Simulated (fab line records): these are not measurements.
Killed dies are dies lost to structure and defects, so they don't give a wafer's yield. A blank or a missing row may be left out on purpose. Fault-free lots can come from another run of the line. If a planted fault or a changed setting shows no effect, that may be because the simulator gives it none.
fab line records -- flow n5-finfet
record: lots: 12, wafers: 36, last-day: 18
route steps=1938 shown BEOL_M10@1472
lots that met no fault: from a run of the same line without faults
start-h: the number of hours between the record's first day and the start of the first shown wafer of the lot -- wait-h: how many hours have passed since the lot's step before this one -- " identical to the entry in the row above -- L1.1+2: several wafers, shown together as one row -- - value missing, or start not given -- * or withheld: withheld -- < > ~ a bound
route shown NAME@n: NAME is a module with steps in the file, n the number in the route of the first one -- usual: average and standard deviation across the fault-free wafers -- same: alike in all rows -- chamber/n: place in a boat -- sites: each site's reading -- _std_site: the values' standard deviation -- _edge_site: mean of outer sites minus mean of inner sites -- radius-mm: how far each site lies from the wafer's centre -- mask NAME#n: copy n -- behind: the last tool/chamber to shape the wafer -- hold: why the lot went on hold/how many hours it stayed there/how the hold came to an end -- device: the n, p or np transistor that did not switch -- end of line: the tests these same wafers got at the end of their route -- a step without rows: its recipe alone -- killed: at the first sort, the dies lost to defects and structure; wafer yield is something else -- map: a wafer's dies, marking killed ones x, the rest . and places with no die _
set.NAME: the setting that was run; set.NAME@STEP: the one run at that earlier step -- model.NAME: the simulator's own value behind a step, which no gauge read
a sample of lots followed through the steps of the route, with each step as a table and each wafer as a row
services: a tool's chamber out of use, with start hour (start-h, from the record's first day; less than 0 if before it), hours out, and reason
== steps ==
step: N5_BEOL_M10_THK_MEAS_01
recipe: reads: SiCOH_lowk_of_BEOL_M10_ILD_DEP_00
usual: M10_ILD_THK: 269/4
lot.wafer,tool,chamber,start-h,wait-h,M10_ILD_THK[nm]
L139.1,film-metro-01,-,224.00,0.4,267
L139.4,film-metro-01,-,224.00,0.4,275
L139.6,film-metro-01,-,224.00,0.4,273
L140.2,film-metro-01,-,230.68,0.4,265
L140.3,film-metro-01,-,230.68,0.4,270
L140.6,film-metro-01,-,230.68,0.4,275
L141.1,film-metro-01,-,257.51,0.8,268
L141.3,film-metro-01,-,257.51,0.8,266
L141.6,film-metro-01,-,257.51,0.8,270
L143.2,film-metro-02,-,257.78,0.7,263
L143.3,film-metro-02,-,257.78,0.7,268
L143.5,film-metro-02,-,257.78,0.7,267
L146.1,film-metro-01,-,262.48,0.4,261
L146.2,film-metro-01,-,262.48,0.4,269
L146.4,film-metro-01,-,262.48,0.4,273
L144.1,film-metro-01,-,265.62,0.8,273
L144.5,film-metro-01,-,265.62,0.8,274
L144.6,film-metro-01,-,265.62,0.8,270
L148.1,film-metro-02,-,274.40,0.4,265
L148.5,film-metro-02,-,274.40,0.4,267
L148.6,film-metro-02,-,274.40,0.4,266
L149.3,film-metro-01,-,278.88,0.3,265
L149.4,film-metro-01,-,278.88,0.3,268
L149.6,film-metro-01,-,278.88,0.3,268
L151.1,film-metro-02,-,299.86,0.4,261
L151.3,film-metro-02,-,299.86,0.4,263
L151.6,film-metro-02,-,299.86,0.4,264
L160.2,film-metro-02,-,360.61,0.4,268
L160.5,film-metro-02,-,360.61,0.4,274
L160.6,film-metro-02,-,360.61,0.4,276
L161.4,film-metro-01,-,366.36,0.2,268
L161.5,film-metro-01,-,366.36,0.2,268
L161.6,film-metro-01,-,366.36,0.2,267
L162.2,film-metro-02,-,366.91,0.4,265
L162.3,film-metro-02,-,366.91,0.4,269
L162.6,film-metro-02,-,366.91,0.4,274
step: N5_BEOL_M10_HM_DEP_02
recipe: material: TiN, target-thk-a: 200, temp-c: 25, chamber-pressure-pa: 0.49996
usual: throttle-valve-pct: 29.8/0.95
lot.wafer,tool,chamber,start-h,wait-h,throttle-valve-pct
L139.1,pvd-sputter-03,-,227.47,3.4,31.2
L139.4,pvd-sputter-03,-,227.47,3.4,30.1
L139.6,pvd-sputter-03,-,227.47,3.4,30.1
L140.2,pvd-sputter-03,-,233.95,3.2,30.1
L140.3,pvd-sputter-03,-,233.95,3.2,30.6
L140.6,pvd-sputter-03,-,233.95,3.2,30.9
L141.1,pvd-sputter-01,-,258.29,0.7,29.1
L141.3,pvd-sputter-01,-,258.29,0.7,30.0
L141.6,pvd-sputter-01,-,258.29,0.7,29.2
L143.2,pvd-sputter-01,-,258.39,0.5,30.2
L143.3,pvd-sputter-01,-,258.39,0.5,29.3
L143.5,pvd-sputter-01,-,258.39,0.5,30.4
L146.1,pvd-sputter-03,-,263.36,0.8,31.0
L146.2,pvd-sputter-03,-,263.36,0.8,29.8
L146.4,pvd-sputter-03,-,263.36,0.8,30.9
L144.1,pvd-sputter-02,-,267.41,1.7,27.6
L144.5,pvd-sputter-02,-,267.41,1.7,30.5
L144.6,pvd-sputter-02,-,267.41,1.7,29.7
L148.1,pvd-sputter-02,-,275.71,1.3,28.7
L148.5,pvd-sputter-02,-,275.71,1.3,29.9
L148.6,pvd-sputter-02,-,275.71,1.3,30.6
L149.3,pvd-sputter-02,-,281.29,2.4,28.6
L149.4,pvd-sputter-02,-,281.29,2.4,27.8
L149.6,pvd-sputter-02,-,281.29,2.4,27.8
L151.1,pvd-sputter-01,-,300.77,0.9,30.3
L151.3,pvd-sputter-01,-,300.77,0.9,29.8
L151.6,pvd-sputter-01,-,300.77,0.9,30.3
L160.2,pvd-sputter-01,-,362.65,2.0,29.3
L160.5,pvd-sputter-01,-,362.65,2.0,29.9
L160.6,pvd-sputter-01,-,362.65,2.0,29.2
L161.4,pvd-sputter-02,-,367.35,0.9,27.6
L161.5,pvd-sputter-02,-,367.35,0.9,28.8
L161.6,pvd-sputter-02,-,367.35,0.9,29.9
L162.2,pvd-sputter-03,-,367.94,1.0,30.0
L162.3,pvd-sputter-03,-,367.94,1.0,30.9
L162.6,pvd-sputter-03,-,367.94,1.0,30.0
step: N5_BEOL_M10_CD_MEAS_11
recipe: target-cd-nm: 64.1, landing-energy-ev: 500, detector: se-inlens, polarity: opening
usual: cd-nm: 64.3/0.67
lot.wafer,tool,chamber,start-h,wait-h,cd-nm
L139.1,cd-sem-03,0,227.97,-,64.8
L139.4,cd-sem-03,0,227.97,-,63.2
L139.6,cd-sem-03,0,227.97,-,64.2
L140.2,cd-sem-03,0,234.45,-,64.7
L140.3,cd-sem-03,0,234.45,-,65.0
L140.6,cd-sem-03,0,234.45,-,63.9
L141.1,cd-sem-02,0,258.78,-,65.0
L141.3,cd-sem-02,0,258.78,-,64.3
L141.6,cd-sem-02,0,258.78,-,65.8
L143.2,cd-sem-01,0,258.95,-,64.7
L143.3,cd-sem-01,0,258.95,-,64.7
L143.5,cd-sem-01,0,258.95,-,64.8
L146.1,cd-sem-03,0,263.85,-,63.5
L146.2,cd-sem-03,0,263.85,-,64.2
L146.4,cd-sem-03,0,263.85,-,63.4
L144.1,cd-sem-02,0,267.78,-,63.5
L144.5,cd-sem-02,0,267.78,-,64.4
L144.6,cd-sem-02,0,267.78,-,65.1
L148.1,cd-sem-02,0,276.08,-,64.6
L148.5,cd-sem-02,0,276.08,-,64.5
L148.6,cd-sem-02,0,276.08,-,63.5
L149.3,cd-sem-01,0,281.79,-,65.6
L149.4,cd-sem-01,0,281.79,-,64.6
L149.6,cd-sem-01,0,281.79,-,64.2
L151.1,cd-sem-03,0,301.26,-,65.2
L151.3,cd-sem-03,0,301.26,-,64.8
L151.6,cd-sem-03,0,301.26,-,65.2
L160.2,cd-sem-02,0,363.15,-,64.5
L160.5,cd-sem-02,0,363.15,-,63.8
L160.6,cd-sem-02,0,363.15,-,65.6
L161.4,cd-sem-01,0,367.85,-,64.1
L161.5,cd-sem-01,0,367.85,-,65.3
L161.6,cd-sem-01,0,367.85,-,63.8
L162.2,cd-sem-01,0,368.45,-,64.5
L162.3,cd-sem-01,0,368.45,-,63.5
L162.6,cd-sem-01,0,368.45,-,63.4
step: N5_BEOL_M10_COAT_63
recipe: resist: SOC, temp-c: 250, time-s: 60, spin-rpm: 1500, resist-thk-nm: 100
usual: exhaust-pa: 45.1/1, heater-power-total-W: 500.4/1.7, spin-speed-rpm: 1500.2/1.1
lot.wafer,tool,chamber,start-h,wait-h,exhaust-pa,heater-power-total-W,spin-speed-rpm
L139.1,litho-track-01,0,228.57,0.0,45.7,501.8,1500.0
L139.4,litho-track-01,0,228.57,0.0,45.1,498.2,1499.7
L139.6,litho-track-01,0,228.57,0.0,45.8,500.9,1500.0
L140.2,litho-track-04,0,237.21,2.1,44.7,500.9,1500.5
L140.3,litho-track-04,0,237.21,2.1,45.0,502.3,1501.6
L140.6,litho-track-04,0,237.21,2.1,44.1,498.0,1500.6
L143.2,litho-track-01,0,260.09,0.4,47.4,499.6,1498.7
L143.3,litho-track-01,0,260.09,0.4,46.4,501.7,1500.6
L143.5,litho-track-01,0,260.09,0.4,46.9,499.8,1500.1
L141.1,litho-track-05,0,260.09,0.7,45.3,499.7,1500.2
L141.3,litho-track-05,0,260.09,0.7,44.7,498.6,1499.3
L141.6,litho-track-05,0,260.09,0.7,44.5,497.5,1499.9
L146.1,litho-track-04,0,266.11,1.7,45.7,502.1,1499.9
L146.2,litho-track-04,0,266.11,1.7,46.5,498.0,1498.2
L146.4,litho-track-04,0,266.11,1.7,43.2,498.6,1497.7
L144.1,litho-track-05,0,270.39,2.0,46.0,500.1,1500.7
L144.5,litho-track-05,0,270.39,2.0,46.8,500.7,1498.7
L144.6,litho-track-05,0,270.39,2.0,46.9,498.0,1501.8
L148.1,litho-track-01,0,276.74,0.0,44.4,501.7,1500.2
L148.5,litho-track-01,0,276.74,0.0,44.7,502.4,1500.1
L148.6,litho-track-01,0,276.74,0.0,44.9,501.5,1500.8
L149.3,litho-track-01,0,284.79,2.4,44.5,499.2,1213.3
L149.4,litho-track-01,0,284.79,2.4,44.9,500.1,1213.4
L149.6,litho-track-01,0,284.79,2.4,44.6,502.2,1212.5
L151.1,litho-track-01,0,302.00,0.0,45.3,503.4,1212.5
L151.3,litho-track-01,0,302.00,0.0,45.7,502.3,1212.7
L151.6,litho-track-01,0,302.00,0.0,45.1,502.2,1211.1
L160.2,litho-track-04,0,363.73,0.0,43.9,497.7,1500.4
L160.5,litho-track-04,0,363.73,0.0,44.1,502.4,1499.5
L160.6,litho-track-04,0,363.73,0.0,44.9,501.1,1499.5
L162.2,litho-track-01,0,370.86,1.4,44.7,497.7,1501.3
L162.3,litho-track-01,0,370.86,1.4,44.8,498.6,1500.2
L162.6,litho-track-01,0,370.86,1.4,44.0,499.2,1498.5
L161.4,litho-track-04,0,371.00,2.1,45.2,499.1,1501.6
L161.5,litho-track-04,0,371.00,2.1,44.9,501.2,1500.0
L161.6,litho-track-04,0,371.00,2.1,45.8,501.2,1502.0
== services ==
tool,chamber,start-h,hours,kind
litho-track-04,-,256.17,-,consumable-replace:filter
litho-track-01,-,297.48,-,consumable-replace:filter
litho-track-05,-,315.33,-,consumable-replace:filter
litho-track-01,-,319.14,-,consumable-replace:filter
pvd-sputter-02,-,339.91,4.3,repair
== key ==
first-sign: step: N5_BEOL_M10_COAT_63, reading: spin-speed-rpm, direction: down, sigmas: 99+, usual: *, struck: *
effect none on later readings
met-at N5_BEOL_M10_COAT_63
struck-lots L149,L151
not-acting-at N5_BEOL_M10_THK_MEAS_01,N5_BEOL_M10_HM_DEP_02,N5_BEOL_M10_CD_MEAS_11
onset-between 276.74 284.79
fault: kind: process-parameter-drift, tool: litho-track-01, chamber: -, onset-h: 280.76, steps: N5_BEOL_M10_COAT_63, channel: spin-rpm, offset: *, shape: step, end-h: 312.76, acts-in: *, stated: *
